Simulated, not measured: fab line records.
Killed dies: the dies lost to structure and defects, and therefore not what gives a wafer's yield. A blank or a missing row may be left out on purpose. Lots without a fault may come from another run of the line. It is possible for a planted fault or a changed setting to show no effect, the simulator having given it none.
fab line records	flow n5Finfet
record lots=24	wafers=72	lastDay=18
route steps=1938 shown BEOL_M2@914 BEOL_M3@934
lots that met no fault: taken from a fault-free run of the same line
startH: hours from the record's first day to the start of the lot's first wafer shown	waitH: time in hours since the lot's previous step	" as in the row above	L1.1+2: several wafers, shown together as one row	- no value present, or no start provided	* or withheld: withheld	< > ~ a bound
route shown NAME@n: NAME is a module with steps in the file, n the number in the route of the first one	usual: mean/standard deviation of fault-free wafers	same: alike in all rows	chamber/n: place in a boat	sites: the reading at each site	_std_site: the values' standard deviation	_edge_site: inner sites' mean taken away from outer sites' mean	radiusMm: how far each site lies from the wafer's centre	mask NAME#n: copy n	behind: the tool/chamber that last shaped the wafer	hold: the reason the lot was held/the length of the hold in hours/how it ended	device: the n, p or np transistor that did not switch	end of line: tests of these same wafers at the route's end	a step with no rows: only its recipe	killed: at the first sort, the dies lost to defects and structure; wafer yield is something else	map: the dies of a wafer, with x for killed, . for not killed, _ for no die there
set.NAME: the setting as run; set.NAME@STEP: as run at that earlier step	model.NAME: the simulator's own value behind a step, which no gauge read
a sample of lots followed through the steps of the route, with each step as a table and each wafer as a row
services: when a tool's chamber went out of use (startH, in hours from the record's first day, below 0 if earlier), for how many hours, and the reason
## steps
# step N5_BEOL_M2_SPUTTER_90
# recipe material=Cu	targetThkA=45	tempC=-20	chamberPressurePa=0.07	powerW=withheld	timeS=8.29
# usual chamberPressurePa=0.07001/0.00015	throttleValvePct=30.1/0.75
# same timeS=8.29
lot.wafer	tool	chamber	startH	waitH	chamberPressurePa	throttleValvePct
L074.2	pvdSputter-03	-	140.41	0.1	0.06996	28.7
L074.3	"	-	"	"	0.06994	30.7
L074.6	"	-	"	"	0.0699	31.2
L075.1	pvdSputter-01	-	140.92	0.1	0.07003	30.9
L075.3	"	-	"	"	0.07008	30.6
L075.5	"	-	"	"	0.06995	31.0
L076.2	pvdSputter-01	-	153.07	0.1	0.06991	31.0
L076.5	"	-	"	"	0.07006	31.2
L076.6	"	-	"	"	0.07004	30.9
L077.2	pvdSputter-02	-	160.74	0.1	0.06983	29.6
L077.3	"	-	"	"	0.0701	30.5
L077.6	"	-	"	"	0.07004	30.1
L078.2	pvdSputter-01	-	162.88	0.1	0.0698	30.9
L078.3	"	-	"	"	0.06995	30.9
L078.6	"	-	"	"	0.06992	30.5
L079.1	pvdSputter-01	-	165.68	0.1	0.06996	30.7
L079.2	"	-	"	"	0.06989	29.0
L079.5	"	-	"	"	0.06949	31.3
L080.1	pvdSputter-02	-	176.80	0.1	0.0701	29.6
L080.4	"	-	"	"	0.07018	30.8
L080.5	"	-	"	"	0.06994	29.5
L081.3	pvdSputter-01	-	188.10	0.1	0.06984	30.9
L081.4	"	-	"	"	0.06989	31.1
L081.6	"	-	"	"	0.06995	30.7
L082.1	pvdSputter-02	-	189.37	0.1	0.07005	30.6
L082.2	"	-	"	"	0.06997	30.5
L082.4	"	-	"	"	0.07005	30.1
L083.1	pvdSputter-03	-	192.40	0.1	0.07008	29.3
L083.3	"	-	"	"	0.07012	30.9
L083.5	"	-	"	"	0.07007	28.9
L084.3	pvdSputter-02	-	193.83	0.1	0.07003	29.6
L084.4	"	-	"	"	0.0701	30.7
L084.6	"	-	"	"	0.0701	30.7
L085.3	pvdSputter-03	-	207.26	0.1	0.07019	28.6
L085.5	"	-	"	"	0.07016	29.0
L085.6	"	-	"	"	0.06963	29.9
L086.1	pvdSputter-02	-	217.31	0.1	0.06994	30.1
L086.3	"	-	"	"	0.07029	31.0
L086.4	"	-	"	"	0.0703	30.7
L087.3	pvdSputter-03	-	221.59	0.1	0.06999	31.2
L087.4	"	-	"	"	0.06995	29.4
L087.5	"	-	"	"	0.06983	29.1
L088.1	pvdSputter-02	-	225.43	0.1	0.07007	30.2
L088.3	"	-	"	"	0.07003	30.5
L088.4	"	-	"	"	0.07008	30.0
L089.2	pvdSputter-02	-	245.24	0.1	0.06981	29.5
L089.4	"	-	"	"	0.0701	30.7
L089.5	"	-	"	"	0.06993	29.6
L090.1	pvdSputter-01	-	248.38	0.1	0.06986	29.2
L090.3	"	-	"	"	0.07016	30.8
L090.5	"	-	"	"	0.07001	30.7
L091.3	pvdSputter-03	-	249.68	0.1	0.07019	29.8
L091.5	"	-	"	"	0.07002	31.0
L091.6	"	-	"	"	0.06986	29.2
L093.2	pvdSputter-03	-	253.91	0.1	0.06981	28.7
L093.4	"	-	"	"	0.06979	29.3
L093.6	"	-	"	"	0.07007	29.8
L092.1	pvdSputter-01	-	256.15	0.1	0.07012	30.6
L092.2	"	-	"	"	0.06996	31.1
L092.3	"	-	"	"	0.07025	30.7
L095.1	pvdSputter-03	-	268.05	0.1	0.07005	29.3
L095.3	"	-	"	"	0.07027	28.7
L095.6	"	-	"	"	0.06997	30.7
L094.3	pvdSputter-03	-	270.69	0.1	0.07025	28.7
L094.5	"	-	"	"	0.07013	29.2
L094.6	"	-	"	"	0.07004	30.7
L097.1	pvdSputter-01	-	280.85	0.1	0.06982	30.9
L097.3	"	-	"	"	0.07014	29.2
L097.6	"	-	"	"	0.07017	29.2
L096.1	pvdSputter-02	-	283.67	0.1	0.07004	29.8
L096.4	"	-	"	"	0.06983	30.6
L096.5	"	-	"	"	0.06986	29.9
# step N5_BEOL_M2_ANNEAL_93
# recipe tempC=400	timeS=240	ambient=vacuum
# usual heaterPowerW=824/85
# same timeS=240
lot.wafer	tool	chamber	startH	waitH	heaterPowerW
L074.2	pvdSputter-03	-	140.71	0.0	891
L074.3	"	-	"	"	746
L074.6	"	-	"	"	738
L075.1	pvdSputter-01	-	141.22	0.0	713
L075.3	"	-	"	"	889
L075.5	"	-	"	"	693
L076.2	pvdSputter-01	-	153.37	0.0	678
L076.5	"	-	"	"	671
L076.6	"	-	"	"	693
L077.2	pvdSputter-02	-	161.04	0.0	792
L077.3	"	-	"	"	772
L077.6	"	-	"	"	998
L078.2	pvdSputter-01	-	163.18	0.0	707
L078.3	"	-	"	"	697
L078.6	"	-	"	"	881
L079.1	pvdSputter-01	-	165.98	0.0	684
L079.2	"	-	"	"	873
L079.5	"	-	"	"	702
L080.1	pvdSputter-02	-	177.10	0.0	830
L080.4	"	-	"	"	805
L080.5	"	-	"	"	807
L081.3	pvdSputter-01	-	188.40	0.0	697
L081.4	"	-	"	"	709
L081.6	"	-	"	"	841
L082.1	pvdSputter-02	-	189.67	0.0	783
L082.2	"	-	"	"	804
L082.4	"	-	"	"	961
L083.1	pvdSputter-03	-	192.70	0.0	917
L083.3	"	-	"	"	745
L083.5	"	-	"	"	896
L084.3	pvdSputter-02	-	194.13	0.0	795
L084.4	"	-	"	"	799
L084.6	"	-	"	"	797
L085.3	pvdSputter-03	-	207.56	0.0	880
L085.5	"	-	"	"	892
L085.6	"	-	"	"	791
L086.1	pvdSputter-02	-	217.61	0.0	994
L086.3	"	-	"	"	790
L086.4	"	-	"	"	775
L087.3	pvdSputter-03	-	221.89	0.0	755
L087.4	"	-	"	"	941
L087.5	"	-	"	"	925
L088.1	pvdSputter-02	-	225.73	0.0	1012
L088.3	"	-	"	"	795
L088.4	"	-	"	"	801
L089.2	pvdSputter-02	-	245.54	0.0	797
L089.4	"	-	"	"	781
L089.5	"	-	"	"	798
L090.1	pvdSputter-01	-	248.72	0.0	870
L090.3	"	-	"	"	875
L090.5	"	-	"	"	697
L091.3	pvdSputter-03	-	249.98	0.0	783
L091.5	"	-	"	"	764
L091.6	"	-	"	"	902
L093.2	pvdSputter-03	-	254.21	0.0	881
L093.4	"	-	"	"	919
L093.6	"	-	"	"	775
L092.1	pvdSputter-01	-	256.48	0.0	856
L092.2	"	-	"	"	673
L092.3	"	-	"	"	710
L095.1	pvdSputter-03	-	268.35	0.0	902
L095.3	"	-	"	"	911
L095.6	"	-	"	"	748
L094.3	pvdSputter-03	-	270.99	0.0	886
L094.5	"	-	"	"	912
L094.6	"	-	"	"	758
L097.1	pvdSputter-01	-	281.15	0.0	693
L097.3	"	-	"	"	867
L097.6	"	-	"	"	894
L096.1	pvdSputter-02	-	283.97	0.0	797
L096.4	"	-	"	"	786
L096.5	"	-	"	"	986
# step N5_BEOL_M2_RS_MEAS_58
# recipe thkMeasGauge=four-point-probe	reads=Co_of_BEOL_M2_CO_CAP_55+Cu_of_BEOL_M2_ECD_50+Co_of_BEOL_M2_CVD_47+TaN_of_BEOL_M2_ALD_84
# usual M2_RS=0.663/0.029
lot.wafer	tool	chamber	startH	waitH	M2_RS[ohm/sq]
L074.2	filmMetro-01	-	142.17	0.1	0.619
L074.3	"	-	"	"	0.630
L074.6	"	-	"	"	0.606
L075.1	filmMetro-01	-	142.70	0.0	0.638
L075.3	"	-	"	"	0.635
L075.5	"	-	"	"	0.678
L076.2	filmMetro-02	-	154.79	0.1	0.645
L076.5	"	-	"	"	0.604
L076.6	"	-	"	"	0.622
L077.2	filmMetro-02	-	162.63	0.1	0.620
L077.3	"	-	"	"	0.664
L077.6	"	-	"	"	0.703
L078.2	filmMetro-02	-	164.59	0.1	0.655
L078.3	"	-	"	"	0.751
L078.6	"	-	"	"	0.640
L079.1	filmMetro-02	-	167.41	0.0	0.708
L079.2	"	-	"	"	0.650
L079.5	"	-	"	"	0.693
L080.1	filmMetro-02	-	178.57	0.0	0.628
L080.4	"	-	"	"	0.680
L080.5	"	-	"	"	0.671
L081.3	filmMetro-02	-	189.90	0.1	0.671
L081.4	"	-	"	"	0.651
L081.6	"	-	"	"	0.646
L082.1	filmMetro-01	-	191.07	0.0	0.686
L082.2	"	-	"	"	0.665
L082.4	"	-	"	"	0.632
L083.1	filmMetro-02	-	194.11	0.0	0.730
L083.3	"	-	"	"	0.626
L083.5	"	-	"	"	0.651
L084.3	filmMetro-02	-	195.54	0.1	0.657
L084.4	"	-	"	"	0.681
L084.6	"	-	"	"	0.676
L085.3	filmMetro-01	-	209.11	0.1	0.636
L085.5	"	-	"	"	0.674
L085.6	"	-	"	"	0.659
L086.1	filmMetro-01	-	219.74	0.0	0.667
L086.3	"	-	"	"	0.678
L086.4	"	-	"	"	0.645
L087.3	filmMetro-02	-	223.30	0.1	0.643
L087.4	"	-	"	"	0.659
L087.5	"	-	"	"	0.634
L088.1	filmMetro-01	-	227.14	0.0	0.651
L088.3	"	-	"	"	0.654
L088.4	"	-	"	"	0.667
L089.2	filmMetro-02	-	247.47	0.1	0.630
L089.4	"	-	"	"	0.652
L089.5	"	-	"	"	0.628
L090.1	filmMetro-02	-	250.21	0.1	0.648
L090.3	"	-	"	"	0.671
L090.5	"	-	"	"	0.688
L091.3	filmMetro-02	-	251.85	0.1	0.686
L091.5	"	-	"	"	0.650
L091.6	"	-	"	"	0.641
L093.2	filmMetro-01	-	256.26	0.1	0.715
L093.4	"	-	"	"	0.685
L093.6	"	-	"	"	0.723
L092.1	filmMetro-02	-	258.22	0.0	0.689
L092.2	"	-	"	"	0.634
L092.3	"	-	"	"	0.630
L095.1	filmMetro-01	-	270.05	0.0	0.693
L095.3	"	-	"	"	0.653
L095.6	"	-	"	"	0.633
L094.3	filmMetro-01	-	272.65	0.1	0.696
L094.5	"	-	"	"	0.724
L094.6	"	-	"	"	0.701
L097.1	filmMetro-02	-	282.87	0.0	0.640
L097.3	"	-	"	"	0.676
L097.6	"	-	"	"	0.701
L096.1	filmMetro-01	-	299.10	0.0	0.655
L096.4	"	-	"	"	0.710
L096.5	"	-	"	"	0.686
# step N5_BEOL_M3_HM_DEP_02
# recipe material=TiN	targetThkA=200	tempC=25	chamberPressurePa=0.49996
# usual chamberPressurePa=0.4998/0.0011	throttleValvePct=30.1/0.76
lot.wafer	tool	chamber	startH	waitH	chamberPressurePa	throttleValvePct
L074.2	pvdSputter-01	-	142.80	0.4	0.5011	30.9
L074.3	"	-	"	"	0.5013	30.5
L074.6	"	-	"	"	0.4997	29.4
L075.1	pvdSputter-01	-	143.36	0.5	0.5008	31.0
L075.3	"	-	"	"	0.5004	29.3
L075.5	"	-	"	"	0.4992	29.1
L076.2	pvdSputter-02	-	155.02	0.0	0.4979	30.0
L076.5	"	-	"	"	0.4977	30.1
L076.6	"	-	"	"	0.4997	30.6
L077.2	pvdSputter-03	-	163.52	0.7	0.4991	29.3
L077.3	"	-	"	"	0.5015	31.1
L077.6	"	-	"	"	0.4996	29.0
L078.2	pvdSputter-03	-	164.86	0.1	0.5000	30.0
L078.3	"	-	"	"	0.5007	28.6
L078.6	"	-	"	"	0.5009	29.5
L079.1	pvdSputter-01	-	168.79	1.2	0.5010	30.5
L079.2	"	-	"	"	0.5005	29.3
L079.5	"	-	"	"	0.5019	30.6
L080.1	pvdSputter-02	-	179.80	1.0	0.4987	30.8
L080.4	"	-	"	"	0.5009	29.4
L080.5	"	-	"	"	0.4987	30.9
L081.3	pvdSputter-02	-	191.23	1.1	0.5012	29.4
L081.4	"	-	"	"	0.5007	30.7
L081.6	"	-	"	"	0.5010	30.5
L082.1	pvdSputter-01	-	191.74	0.5	0.4991	29.3
L082.2	"	-	"	"	0.4992	31.0
L082.4	"	-	"	"	0.4992	31.0
L083.1	pvdSputter-02	-	195.13	0.8	0.4995	30.6
L083.3	"	-	"	"	0.5005	29.7
L083.5	"	-	"	"	0.4989	30.5
L084.3	pvdSputter-01	-	197.09	1.4	0.4976	30.6
L084.4	"	-	"	"	0.4988	30.8
L084.6	"	-	"	"	0.4991	30.8
L085.3	pvdSputter-03	-	209.35	0.0	0.4994	29.8
L085.5	"	-	"	"	0.4984	29.4
L085.6	"	-	"	"	0.4994	30.6
L086.1	pvdSputter-03	-	222.59	2.7	0.5003	29.7
L086.3	"	-	"	"	0.5012	28.6
L086.4	"	-	"	"	0.5005	29.3
L087.3	pvdSputter-01	-	223.70	0.2	0.5001	30.9
L087.4	"	-	"	"	0.4999	30.8
L087.5	"	-	"	"	0.4997	31.2
L088.1	pvdSputter-01	-	227.38	0.0	0.5016	29.3
L088.3	"	-	"	"	0.4999	30.8
L088.4	"	-	"	"	0.5001	31.0
L089.2	pvdSputter-01	-	249.44	1.8	0.5001	31.0
L089.4	"	-	"	"	0.4993	29.3
L089.5	"	-	"	"	0.4988	30.7
L090.1	pvdSputter-03	-	250.78	0.4	0.5006	29.8
L090.3	"	-	"	"	0.4998	28.4
L090.5	"	-	"	"	0.5008	28.7
L091.3	pvdSputter-03	-	252.07	0.0	0.4996	28.8
L091.5	"	-	"	"	0.4995	29.8
L091.6	"	-	"	"	0.4992	28.6
L093.2	pvdSputter-02	-	259.20	2.8	0.5011	30.5
L093.4	"	-	"	"	0.4985	30.7
L093.6	"	-	"	"	0.5005	29.6
L092.1	pvdSputter-02	-	259.40	1.0	0.5003	30.4
L092.2	"	-	"	"	0.4990	29.8
L092.3	"	-	"	"	0.4995	29.9
L095.1	pvdSputter-02	-	270.93	0.7	0.5005	30.2
L095.3	"	-	"	"	0.4997	31.0
L095.6	"	-	"	"	0.4981	30.7
L094.3	pvdSputter-03	-	274.99	2.2	0.4988	29.4
L094.5	"	-	"	"	0.4994	29.8
L094.6	"	-	"	"	0.5004	28.7
L097.1	pvdSputter-03	-	290.06	7.0	0.5004	28.8
L097.3	"	-	"	"	0.4976	29.8
L097.6	"	-	"	"	0.4989	30.0
L096.1	pvdSputter-01	-	299.74	0.4	0.4998	29.2
L096.4	"	-	"	"	0.4984	30.7
L096.5	"	-	"	"	0.4995	30.7
# step N5_BEOL_M3_OVL_MEAS_29
# recipe pointsPerWafer=522
# usual V2_OVL=0.2/0.81
lot.wafer	tool	chamber	startH	waitH	V2_OVL[nm]
L074.2	overlay-02	0	144.39	0.0	0.9
L074.3	"	0	"	"	1.9
L074.6	"	0	"	"	-0.2
L075.1	overlay-02	0	144.79	0.0	0.8
L075.3	"	0	"	"	0.1
L075.5	"	0	"	"	0.7
L076.2	overlay-02	0	156.73	0.0	0.2
L076.5	"	0	"	"	0.7
L076.6	"	0	"	"	0.6
L077.2	overlay-02	0	165.40	0.0	0.7
L077.3	"	0	"	"	0.3
L077.6	"	0	"	"	0.6
L078.2	overlay-02	0	166.16	0.0	-0.2
L078.3	"	0	"	"	-0.5
L078.6	"	0	"	"	0.0
L079.1	overlay-01	0	170.22	0.0	1.4
L079.2	"	0	"	"	1.5
L079.5	"	0	"	"	1.6
L080.1	overlay-02	0	181.48	0.0	0.2
L080.4	"	0	"	"	1.3
L080.5	"	0	"	"	0.3
L081.3	overlay-02	0	192.79	0.0	-1.0
L081.4	"	0	"	"	-0.8
L081.6	"	0	"	"	-1.0
L082.1	overlay-02	0	193.16	0.0	-0.6
L082.2	"	0	"	"	0.6
L082.4	"	0	"	"	0.4
L083.1	overlay-02	0	196.42	0.0	0.9
L083.3	"	0	"	"	0.2
L083.5	"	0	"	"	0.0
L084.3	overlay-01	0	198.39	0.0	-0.5
L084.4	"	0	"	"	-0.5
L084.6	"	0	"	"	-0.6
L085.3	overlay-01	0	210.93	0.0	0.9
L085.5	"	0	"	"	-1.0
L085.6	"	0	"	"	0.7
L086.1	overlay-01	0	223.89	0.0	-0.3
L086.3	"	0	"	"	0.4
L086.4	"	0	"	"	0.1
L087.3	overlay-01	0	228.92	0.0	-0.6
L087.4	"	0	"	"	0.3
L087.5	"	0	"	"	0.4
L088.1	overlay-02	0	228.97	0.0	0.9
L088.3	"	0	"	"	1.8
L088.4	"	0	"	"	1.0
L089.2	overlay-01	0	250.80	0.0	-0.5
L089.4	"	0	"	"	-0.3
L089.5	"	0	"	"	-0.6
L090.1	overlay-02	0	252.08	0.0	-0.6
L090.3	"	0	"	"	-0.4
L090.5	"	0	"	"	-0.7
L091.3	overlay-01	0	253.37	0.0	-0.8
L091.5	"	0	"	"	-0.6
L091.6	"	0	"	"	-0.6
L093.2	overlay-01	0	260.89	0.0	-0.5
L093.4	"	0	"	"	-0.5
L093.6	"	0	"	"	0.8
L092.1	overlay-01	0	261.07	0.0	-0.9
L092.2	"	0	"	"	-0.1
L092.3	"	0	"	"	0.4
L095.1	overlay-02	0	272.22	0.0	0.2
L095.3	"	0	"	"	0.1
L095.6	"	0	"	"	1.0
L094.3	overlay-02	0	276.95	0.0	-0.1
L094.5	"	0	"	"	0.3
L094.6	"	0	"	"	-0.2
L097.1	overlay-01	0	291.44	0.0	-0.7
L097.3	"	0	"	"	0.3
L097.6	"	0	"	"	-0.6
L096.1	overlay-02	0	301.16	0.0	1.3
L096.4	"	0	"	"	-0.3
L096.5	"	0	"	"	-0.2
# step N5_BEOL_M3_DEGAS_44
# recipe ambient=vacuum	tempC=250	timeS=60
# usual heaterPowerW=322/36
# same timeS=60
lot.wafer	tool	chamber	startH	waitH	heaterPowerW
L074.2	pvdSputter-03	-	147.90	0.2	370
L074.3	"	-	"	"	307
L074.6	"	-	"	"	348
L075.1	pvdSputter-02	-	148.45	0.2	330
L075.3	"	-	"	"	394
L075.5	"	-	"	"	321
L076.2	pvdSputter-02	-	159.00	0.4	328
L076.5	"	-	"	"	322
L076.6	"	-	"	"	380
L077.2	pvdSputter-02	-	166.81	0.2	323
L077.3	"	-	"	"	393
L077.6	"	-	"	"	310
L078.2	pvdSputter-01	-	168.59	1.1	274
L078.3	"	-	"	"	344
L078.6	"	-	"	"	281
L079.1	pvdSputter-03	-	179.97	0.1	316
L079.2	"	-	"	"	354
L079.5	"	-	"	"	303
L080.1	pvdSputter-01	-	185.34	0.6	285
L080.4	"	-	"	"	349
L080.5	"	-	"	"	343
L081.3	pvdSputter-01	-	196.57	1.2	339
L081.4	"	-	"	"	352
L081.6	"	-	"	"	276
L082.1	pvdSputter-01	-	197.19	1.3	346
L082.2	"	-	"	"	279
L082.4	"	-	"	"	276
L084.3	pvdSputter-01	-	201.39	0.7	282
L084.4	"	-	"	"	345
L084.6	"	-	"	"	281
L083.1	pvdSputter-02	-	201.40	0.7	325
L083.3	"	-	"	"	317
L083.5	"	-	"	"	392
L085.3	pvdSputter-01	-	213.74	0.2	266
L085.5	"	-	"	"	280
L085.6	"	-	"	"	355
L087.3	pvdSputter-01	-	233.59	0.1	355
L087.4	"	-	"	"	283
L087.5	"	-	"	"	284
L088.1	pvdSputter-01	-	236.96	0.6	344
L088.3	"	-	"	"	351
L088.4	"	-	"	"	277
L086.1	pvdSputter-01	-	237.04	0.6	286
L086.3	"	-	"	"	356
L086.4	"	-	"	"	280
L089.2	pvdSputter-02	-	254.38	0.4	318
L089.4	"	-	"	"	323
L089.5	"	-	"	"	404
L090.1	pvdSputter-01	-	254.43	0.3	347
L090.3	"	-	"	"	277
L090.5	"	-	"	"	272
L091.3	pvdSputter-02	-	259.82	0.3	319
L091.5	"	-	"	"	320
L091.6	"	-	"	"	318
L093.2	pvdSputter-01	-	262.23	0.3	347
L093.4	"	-	"	"	338
L093.6	"	-	"	"	349
L092.1	pvdSputter-02	-	262.34	0.4	319
L092.2	"	-	"	"	323
L092.3	"	-	"	"	402
L095.1	pvdSputter-02	-	275.63	0.4	391
L095.3	"	-	"	"	317
L095.6	"	-	"	"	316
L094.3	pvdSputter-01	-	278.83	0.4	351
L094.5	"	-	"	"	359
L094.6	"	-	"	"	284
L097.1	pvdSputter-01	-	299.66	0.3	341
L097.3	"	-	"	"	277
L097.6	"	-	"	"	279
L096.1	pvdSputter-02	-	306.36	0.3	392
L096.4	"	-	"	"	315
L096.5	"	-	"	"	317
## services
tool	chamber	startH	hours	kind
pvdSputter-02	-	151.48	2.4	repair
## key
fault none
